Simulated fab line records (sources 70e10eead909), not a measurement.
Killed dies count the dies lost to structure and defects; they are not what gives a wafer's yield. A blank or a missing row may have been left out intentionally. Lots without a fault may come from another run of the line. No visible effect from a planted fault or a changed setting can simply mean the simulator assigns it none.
Matching of chambers / flow nandHarc / NHARC_A_STAIRCASE_TRIM_12 on rieDiel-04 has 4 sister chambers
The step chemistry O2, time 211.2 s. 4 wafers are shown with their chamber, then 8 later ones without.

## EACH WAFER AND ITS CHAMBER
wafer=L078.5; chamber=0; showerheadPlenumPTorr (Torr)=3.65
wafer=L079.6; chamber=3; showerheadPlenumPTorr (Torr)=3.51
wafer=L081.3; chamber=1; showerheadPlenumPTorr (Torr)=3.68
wafer=L084.1; chamber=2; showerheadPlenumPTorr (Torr)=3.67

## WAFERS WITH NO CHAMBER GIVEN
wafer=L084.2; showerheadPlenumPTorr (Torr)=3.65
wafer=L084.3; showerheadPlenumPTorr (Torr)=3.50
wafer=L093.2; showerheadPlenumPTorr (Torr)=3.49
wafer=L093.3; showerheadPlenumPTorr (Torr)=3.67
wafer=L093.6; showerheadPlenumPTorr (Torr)=3.66
wafer=L096.2; showerheadPlenumPTorr (Torr)=3.63
wafer=L096.4; showerheadPlenumPTorr (Torr)=3.66
wafer=L096.5; showerheadPlenumPTorr (Torr)=3.67

## WHICH CHAMBER EACH WENT THROUGH
wafer=L084.2; from the rows above=can't be placed: 0 or 2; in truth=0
wafer=L084.3; from the rows above=3; in truth=3
wafer=L093.2; from the rows above=3; in truth=3
wafer=L093.3; from the rows above=can't be placed: 2 or 1 or 0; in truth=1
wafer=L093.6; from the rows above=can't be placed: 2 or 0 or 1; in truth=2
wafer=L096.2; from the rows above=can't be placed: 0 or 2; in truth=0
wafer=L096.4; from the rows above=can't be placed: 2 or 0 or 1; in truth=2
wafer=L096.5; from the rows above=can't be placed: 2 or 1 or 0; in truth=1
Correct placement for 2 of the 8. Not placeable from these rows: 6 (in 6, the candidates include the true chamber). 0 placed wrongly.
How it was worked out, from the rows above alone: a wafer's distance from a chamber is the root of the sum, over the readings, of the square of ((its reading less the chamber's mean) divided by the reading's scatter). If the next closest chamber is less than 2 further off than the closest, the wafer can't be placed; otherwise it belongs to the closest. A chamber's mean is the mean of its shown wafers. The scatter: with one shown wafer a chamber, the root of the mean of the squares of how far each hidden wafer lies from its nearest shown one.
